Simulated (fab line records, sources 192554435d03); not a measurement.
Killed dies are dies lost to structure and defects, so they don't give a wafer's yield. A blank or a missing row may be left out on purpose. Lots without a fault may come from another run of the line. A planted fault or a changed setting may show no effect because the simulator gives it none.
fab line records | flow n5_finfet
record lots=5 wafers=15 last_day=15
route steps=1938 shown BEOL_M14@1729
lots that met no fault: from a run of the same line without faults
start_h: hours from the record's first day to the start of the lot's first wafer shown | wait_h: hours since the lot's step before | " the same as in the row above | L1.1+2: a row that stands for several wafers | - no value, or no start given | * or withheld: withheld | < > ~ a bound
route shown NAME@n: a module of which the file shows steps, and the number in the route of the first | usual: mean/standard deviation of fault-free wafers | same: alike in all rows | chamber/n: place in a boat | sites: the reading at each site | _std_site: their standard deviation | _edge_site: outer sites' mean less inner sites' | radius_mm: how far each site lies from the wafer's centre | mask NAME#n: copy n | behind: the tool/chamber that last shaped the wafer | hold: why the lot was held/for how many hours/how that ended | device: the transistor (n, p or np) that didn't switch | end of line: the same wafers' tests at the end of the route | a step without rows: its recipe alone | killed: dies lost to structure and defects at the first sort, not the wafer's yield | map: a wafer's dies, x killed, . not, _ none there
set.NAME: the setting as run; set.NAME@STEP: as run at that earlier step | model.NAME: the simulator's own value behind a step, which no gauge read
lots at some steps of the route; a table a step, a row a wafer
services: from which hour (start_h, from the record's first day; less than 0 if before it) a tool's chamber was out of use, for how many hours, and why
## steps
# step N5_BEOL_M14_DESCUM_15
# recipe chemistry=O2 time_s=7.9 source_power_w=50 bias_power_w=20 pressure_mtorr=20 rf_frequency_hz=2.712e+07 temp_c=40 o2_flow_sccm=225
# usual bias_power_w=20.00/0.057 drypump_motor_current_A=5.7/0.43 oes_product_au=0.80/0.088 rf_vpp_V=243.8/1.1 showerhead_plenum_p_Torr=2.13/0.044 throttle_valve_pct=20.34/0.21
# same time_s=7.9
# columns lot.wafer tool chamber start_h wait_h bias_power_w drypump_motor_current_A oes_product_au rf_hours_counter_h rf_vpp_V showerhead_plenum_p_Torr throttle_valve_pct
L075.2 rie_diel-05 2 248.64 0.2 19.96 5.9 0.91 13 243.1 2.12 20.20
L075.4 " 1 " " 20.05 5.0 0.74 164 243.1 2.09 20.13
L075.5 " 1 " " 20.03 5.1 0.73 - 244.1 2.09 20.13
L080.1 rie_diel-01 2 270.38 0.0 19.95 5.2 0.89 31 242.7 2.14 20.62
L080.4 " 1 " " 19.99 5.7 0.74 - 243.8 2.19 20.42
L080.6 " 2 " " 20.04 5.2 0.89 - 242.8 2.14 20.62
L086.1 rie_diel-05 2 308.15 0.0 20.07 5.9 0.86 36 244.1 2.12 20.25
L086.2 " 0 " " 19.90 6.5 0.69 250 242.9 2.13 20.22
L086.4 " 3 " " 20.01 5.7 0.90 29 242.3 2.05 20.49
L087.2 rie_diel-03 2 325.57 0.1 19.96 5.3 0.91 21 241.6 2.15 19.89
L087.4 " 0 " " 20.04 5.9 0.82 - 245.4 2.20 20.36
L087.6 " 2 " " 20.02 5.3 0.91 - 243.8 2.15 19.87
L091.1 rie_diel-05 3 326.93 0.5 20.12 5.7 0.88 37 241.5 2.04 20.50
L091.2 " 2 " " 20.04 5.9 0.84 44 242.2 2.11 20.25
L091.6 " 2 " " 19.95 5.9 0.84 - 245.8 2.11 20.24
# step N5_BEOL_M14_ETCH_59
# recipe chemistry=N2/H2 target=BARC target_depth_a=890 overetch_a=267 time_s=67.9 ion_energy_ev=200 pressure_mtorr=30 source_w=840 bias_w=150 n2_flow_sccm=200 h2_flow_sccm=200
# usual drypump_motor_current_A=5.7/0.43 oes_product_au=0.69/0.072 rf_vpp_V=525.2/1.8 showerhead_plenum_p_Torr=2.59/0.057 throttle_valve_pct=17.81/0.19
# same time_s=67.9
# columns lot.wafer tool chamber start_h wait_h drypump_motor_current_A oes_product_au rf_hours_counter_h rf_vpp_V showerhead_plenum_p_Torr throttle_valve_pct
L075.2 rie_diel-05 2 248.67 0.0 5.9 0.79 13 525.9 2.60 17.75
L075.4 " 1 " " 5.1 0.63 164 523.0 2.52 17.57
L075.5 " 1 " " 5.1 0.63 - 523.8 2.52 17.55
L080.1 rie_diel-01 2 270.42 0.0 5.2 0.76 31 525.0 2.58 17.85
L080.4 " 1 " " 5.7 0.63 - 526.2 2.68 17.98
L080.6 " 2 " " 5.3 0.76 - 524.9 2.58 17.86
L086.1 rie_diel-05 2 308.19 0.0 5.9 0.74 36 523.7 2.59 17.81
L086.2 " 0 " " 6.5 0.59 250 524.3 2.60 17.80
L086.4 " 3 " " 5.7 0.77 29 521.1 2.50 18.07
L087.2 rie_diel-03 2 325.60 0.0 5.3 0.77 21 524.5 2.61 17.44
L087.4 " 0 " " 5.8 0.70 - 527.4 2.68 17.80
L087.6 " 2 " " 5.3 0.77 - 525.0 2.61 17.46
L091.1 rie_diel-05 3 326.96 0.0 5.7 0.75 37 521.8 2.50 18.08
L091.2 " 2 " " 6.0 0.73 45 525.6 2.59 17.82
L091.6 " 2 " " 6.0 0.72 - 525.0 2.59 17.81
# step N5_BEOL_M14_VIA_ETCH_16
# recipe chemistry=C4F8/O2/Ar target=SiO2 he_inner_torr=15 he_outer_torr=30 target_depth_a=12313 time_s=withheld ion_energy_ev=800 pressure_mtorr=20 source_w=1905 bias_w=2040 Ar_flow_sccm=400 C4F8_flow_sccm=16 O2_flow_sccm=12 ends=cleared
# usual drypump_motor_current_A=5.7/0.43 oes_product_au=0.72/0.079 rf_vpp_V=2224/28 showerhead_plenum_p_Torr=3.50/0.071 throttle_valve_pct=30.80/0.26
# columns lot.wafer tool chamber start_h wait_h drypump_motor_current_A oes_product_au rf_vpp_V showerhead_plenum_p_Torr throttle_valve_pct
L075.2 rie_diel-05 2 248.72 0.0 6.0 0.84 2227 3.49 30.74
L075.4 " 1 " " 5.1 0.68 2166 3.39 30.31
L075.5 " 1 " " 5.1 0.67 2167 3.39 30.31
L080.1 rie_diel-01 2 270.47 0.0 5.2 0.80 2217 3.51 31.10
L080.4 " 1 " " 5.7 0.66 2211 3.56 30.64
L080.6 " 2 " " 5.2 0.80 2216 3.50 31.10
L086.1 rie_diel-05 2 308.24 0.0 6.0 0.79 2225 3.48 30.74
L086.2 " 0 " " 6.5 0.61 2222 3.52 30.71
L086.4 " 3 " " 5.7 0.81 2254 3.38 31.16
L087.2 rie_diel-03 2 325.66 0.0 5.3 0.83 2246 3.54 30.50
L087.4 " 0 " " 5.8 0.74 2275 3.62 30.88
L087.6 " 2 " " 5.3 0.83 2245 3.54 30.51
L091.1 rie_diel-05 3 327.01 0.0 5.7 0.80 2255 3.38 31.16
L091.2 " 2 " " 5.9 0.77 2224 3.48 30.75
L091.6 " 2 " " 5.9 0.77 2224 3.48 30.78
# step N5_BEOL_M14_STRIP_63
# recipe chemistry=O2 power_w=600 temp_c=60 pressure_mtorr=30 rf_frequency_hz=6e+07 bias_power_w=0 overash_fraction=0.3 o2_flow_sccm=225
# usual drypump_motor_current_A=5.7/0.43 oes_product_au=0.80/0.088 rf_vpp_V=3.6/0.9 showerhead_plenum_p_Torr=2.14/0.044 throttle_valve_pct=16.58/0.2
# same bias_power_w=0
# columns lot.wafer tool chamber start_h wait_h drypump_motor_current_A oes_product_au rf_hours_counter_h rf_vpp_V showerhead_plenum_p_Torr throttle_valve_pct
L075.2 rie_diel-05 2 - - 6.0 0.90 13 3.0 2.13 16.42
L075.4 " 1 " " 5.1 0.72 165 4.2 2.09 16.41
L075.5 " 1 " " 5.1 0.74 - 2.7 2.09 16.39
L080.1 rie_diel-01 2 - - 5.2 0.90 31 4.7 2.15 16.82
L080.4 " 1 " " 5.7 0.74 - 1.5 2.19 16.67
L080.6 " 2 " " 5.2 0.90 - 3.6 2.15 16.76
L086.1 rie_diel-05 2 - - 5.9 0.86 36 3.4 2.12 16.47
L086.2 " 0 " " 6.4 0.69 250 3.8 2.14 16.54
L086.4 " 3 " " 5.7 0.88 29 2.7 2.05 16.70
L087.2 rie_diel-03 2 - - 5.3 0.91 21 4.9 2.15 16.15
L087.4 " 0 " " 5.8 0.82 - 4.3 2.20 16.62
L087.6 " 2 " " 5.3 0.93 - 4.0 2.15 16.14
L091.1 rie_diel-05 3 - - 5.8 0.88 37 4.1 2.05 16.65
L091.2 " 2 " " 5.9 0.86 45 4.1 2.12 16.50
L091.6 " 2 " " 5.9 0.85 - 4.3 2.12 16.47
# step N5_BEOL_M14_STRIP_64
# recipe chemistry=O2 power_w=600 temp_c=60 pressure_mtorr=30 rf_frequency_hz=6e+07 bias_power_w=0 overash_fraction=0.3 o2_flow_sccm=225
# usual drypump_motor_current_A=5.7/0.43 oes_product_au=0.80/0.088 rf_vpp_V=3.6/0.49 showerhead_plenum_p_Torr=2.14/0.044 throttle_valve_pct=16.58/0.2
# same bias_power_w=0
# columns lot.wafer tool chamber start_h wait_h drypump_motor_current_A oes_product_au rf_hours_counter_h rf_vpp_V showerhead_plenum_p_Torr throttle_valve_pct
L075.2 rie_diel-05 2 - - 5.9 0.91 13 4.3 2.13 16.43
L075.4 " 1 " " 5.1 0.74 165 3.6 2.09 16.38
L075.5 " 1 " " 5.1 0.74 - 2.9 2.09 16.39
L080.1 rie_diel-01 2 - - 5.2 0.90 31 3.4 2.15 16.80
L080.4 " 1 " " 5.7 0.74 - 3.6 2.19 16.67
L080.6 " 2 " " 5.2 0.89 - 3.5 2.15 16.79
L086.1 rie_diel-05 2 - - 5.9 0.86 36 3.5 2.12 16.46
L086.2 " 0 " " 6.4 0.68 250 3.5 2.14 16.55
L086.4 " 3 " " 5.7 0.90 29 3.7 2.05 16.65
L087.2 rie_diel-03 2 - - 5.3 0.91 21 4.0 2.15 16.15
L087.4 " 0 " " 5.9 0.82 - 3.4 2.20 16.59
L087.6 " 2 " " 5.3 0.92 - 4.3 2.15 16.13
L091.1 rie_diel-05 3 - - 5.7 0.89 37 4.6 2.05 16.68
L091.2 " 2 " " 5.9 0.84 45 3.6 2.12 16.47
L091.6 " 2 " " 5.9 0.85 - 3.6 2.12 16.47
# step N5_BEOL_M14_STRIP_71
# recipe chemistry=post_etch_residue_remover time_s=60 temp_c=25 remover_ph=withheld remover_water_wt_pct=withheld remover_fluoride_wt_pct=withheld
# same time_s=60
# columns lot.wafer tool chamber start_h wait_h
L075.2+4+5 wet_bench-01 6,3,5 249.02 -
L080.1+4+6 wet_bench-01 4,5,0 270.76 -
L086.1+2+4 wet_bench-01 4,3,2 308.53 -
L087.2+4+6 wet_bench-02 5,0,7 325.95 -
L091.1+2+6 wet_bench-02 2,4,0 327.30 -
# step N5_BEOL_M14_SRD_72
# recipe time_s=30 temp_c=23 rinse_liquid=diw dry=n2_spin spin_rpm=1500 dry_time_s=30
# usual do_supply_ppb=10.02/0.1
# same time_s=30
# columns lot.wafer tool chamber start_h wait_h do_supply_ppb
L075.2 wet_bench-01 6 249.04 0.0 9.83
L075.4 " 3 " " 10.18
L075.5 " 5 " " 10.08
L080.1 wet_bench-01 4 270.78 0.0 9.95
L080.4 " 5 " " 9.92
L080.6 " 0 " " 9.98
L086.1 wet_bench-01 4 308.55 0.0 9.99
L086.2 " 3 " " 10.31
L086.4 " 2 " " 10.08
L087.2 wet_bench-02 5 325.96 0.0 10.11
L087.4 " 0 " " 10.12
L087.6 " 7 " " 10.07
L091.1 wet_bench-02 2 327.32 0.0 9.98
L091.2 " 4 " " 9.90
L091.6 " 0 " " 9.97
# step N5_BEOL_M14_CD_MEAS_17
# recipe target_cd_nm=250 polarity=opening
# usual cd_nm=250.9/2
# columns lot.wafer tool chamber start_h wait_h cd_nm
L075.2 cd_sem-03 - 249.08 0.0 249.8
L075.4 " - " " 252.3
L075.5 " - " " 249.9
L080.1 cd_sem-02 - 270.82 0.0 249.8
L080.4 " - " " 253.1
L080.6 " - " " 249.4
L086.1 cd_sem-02 - 308.59 0.0 249.7
L086.2 " - " " 250.7
L086.4 " - " " 250.3
L087.2 cd_sem-03 - 326.01 0.0 250.5
L087.4 " - " " 251.0
L087.6 " - " " 251.2
L091.1 cd_sem-03 - 327.36 0.0 250.6
L091.2 " - " " 249.9
L091.6 " - " " 250.1
# step N5_BEOL_M14_COAT_65
# recipe resist=SOC temp_c=250 time_s=60 spin_rpm=1500 resist_thk_nm=450
# usual dispense_pressure_kPa=47.5/1.3
# same time_s=60
# columns lot.wafer tool chamber start_h wait_h dispense_pressure_kPa
L075.2 litho_track-04 0 249.12 0.0 48.1
L075.4 " 0 " " 48.1
L075.5 " 0 " " 48.1
L080.1 litho_track-04 0 270.85 0.0 48.1
L080.4 " 0 " " 48.1
L080.6 " 0 " " 48.1
L086.1 litho_track-01 0 308.63 0.0 46.3
L086.2 " 0 " " 46.3
L086.4 " 0 " " 46.2
L087.2 litho_track-01 0 326.04 0.0 46.2
L087.4 " 0 " " 46.2
L087.6 " 0 " " 46.3
L091.1 litho_track-04 0 327.40 0.0 48.0
L091.2 " 0 " " 48.0
L091.6 " 0 " " 48.0
# step N5_BEOL_M14_COAT_66
# recipe resist=SiARC temp_c=220 time_s=60 spin_rpm=1500 resist_thk_nm=110
# usual dispense_pressure_kPa=47.5/1.3
# same time_s=60
# columns lot.wafer tool chamber start_h wait_h dispense_pressure_kPa
L075.2 litho_track-04 0 - - 48.1
L075.4 " 0 " " 48.1
L075.5 " 0 " " 48.1
L080.1 litho_track-04 0 - - 48.0
L080.4 " 0 " " 48.0
L080.6 " 0 " " 48.0
L086.1 litho_track-01 0 - - 46.2
L086.2 " 0 " " 46.2
L086.4 " 0 " " 46.2
L087.2 litho_track-01 0 - - 46.1
L087.4 " 0 " " 46.2
L087.6 " 0 " " 46.2
L091.1 litho_track-04 0 - - 48.1
L091.2 " 0 " " 48.1
L091.6 " 0 " " 48.1
# step N5_BEOL_M14_COAT_22
# recipe spin_rpm=2888 resist_thk_nm=300
# usual dispense_pressure_kPa=47.5/1.3
# columns lot.wafer tool chamber start_h wait_h dispense_pressure_kPa
L075.2 litho_track-04 0 - - 48.1
L075.4 " 0 " " 48.1
L075.5 " 0 " " 48.1
L080.1 litho_track-04 0 - - 48.1
L080.4 " 0 " " 48.1
L080.6 " 0 " " 48.1
L086.1 litho_track-01 0 - - 46.2
L086.2 " 0 " " 46.2
L086.4 " 0 " " 46.2
L087.2 litho_track-01 0 - - 46.2
L087.4 " 0 " " 46.2
L087.6 " 0 " " 46.1
L091.1 litho_track-04 0 - - 48.1
L091.2 " 0 " " 48.1
L091.6 " 0 " " 48.1
# step N5_BEOL_M14_EBR_24
# recipe solvent=PGMEA ebr_width_mm=1.5
# same ebr_width_mm=1.5
# columns lot.wafer tool chamber start_h wait_h
L075.2+4+5 litho_track-04 0 - -
L080.1+4+6 litho_track-04 0 - -
L086.1+2+4 litho_track-01 0 - -
L087.2+4+6 litho_track-01 0 - -
L091.1+2+6 litho_track-04 0 - -
# step N5_BEOL_M14_SOFTBAKE_23
# recipe temp_c=130 time_s=60
# same time_s=60
# columns lot.wafer tool chamber start_h wait_h
L075.2+4+5 litho_track-04 0 - -
L080.1+4+6 litho_track-04 0 - -
L086.1+2+4 litho_track-01 0 - -
L087.2+4+6 litho_track-01 0 - -
L091.1+2+6 litho_track-04 0 - -
# step N5_BEOL_M14_EXPOSE_25
# recipe mask_id=M14 na=0.8 source_shape=annular sigma_inner=0.5 sigma_outer=0.8 polarization=unpolarized target_cd_nm=280 dose_mj=26.6
# same sigma_outer=0.8
# columns lot.wafer tool chamber start_h wait_h mask
L075.2+4+5 krf_scanner-02 0 249.24 - M14#0
L080.1+4+6 krf_scanner-01 0 270.97 - M14#0
L086.1+2+4 krf_scanner-02 0 308.74 - M14#0
L087.2+4+6 krf_scanner-01 0 326.16 - M14#0
L091.1+2+6 krf_scanner-01 0 327.51 - M14#0
# step N5_BEOL_M14_PEB_26
# recipe peb_temp_c=130 peb_time_s=90
# columns lot.wafer tool chamber start_h wait_h
L075.2+4+5 litho_track-05 0 249.29 0.0
L080.1+4+6 litho_track-04 0 271.03 0.1
L086.1+2+4 litho_track-04 0 308.80 0.1
L087.2+4+6 litho_track-04 0 326.22 0.0
L091.1+2+6 litho_track-04 0 327.57 0.1
## services
# columns tool chamber start_h hours kind
krf_scanner-02 - 224.95 0.8 pm
rie_diel-05 - 228.13 0.4 repair
rie_diel-01 3 235.05 61.9 repair
litho_track-04 - 245.20 - consumable_replace:filter
rie_diel-03 2 254.30 - clean
rie_diel-03 2 254.30 - consumable_replace:focus_ring
rie_diel-03 2 254.30 22.5 scheduled_down
krf_scanner-02 - 255.93 1.0 pm
rie_diel-05 2 271.67 4.7 repair
krf_scanner-01 - 274.16 1.0 pm
rie_diel-01 0 275.58 5.2 repair
rie_diel-05 1 291.08 6.5 repair
krf_scanner-01 - 296.58 1.3 pm
krf_scanner-01 - 301.44 3.6 pm
rie_diel-03 1 302.27 7.5 repair
rie_diel-05 0 309.54 - clean
rie_diel-05 0 309.54 - consumable_replace:focus_ring
rie_diel-05 0 309.54 12.0 scheduled_down
rie_diel-05 0 309.54 12.0 vent_cycle
rie_diel-01 0 317.42 11.6 repair
krf_scanner-02 - 318.75 6.0 repair
rie_diel-01 3 320.48 100.8 repair
krf_scanner-01 - 324.79 0.8 pm
rie_diel-03 2 326.80 3.5 repair
## key
fault none
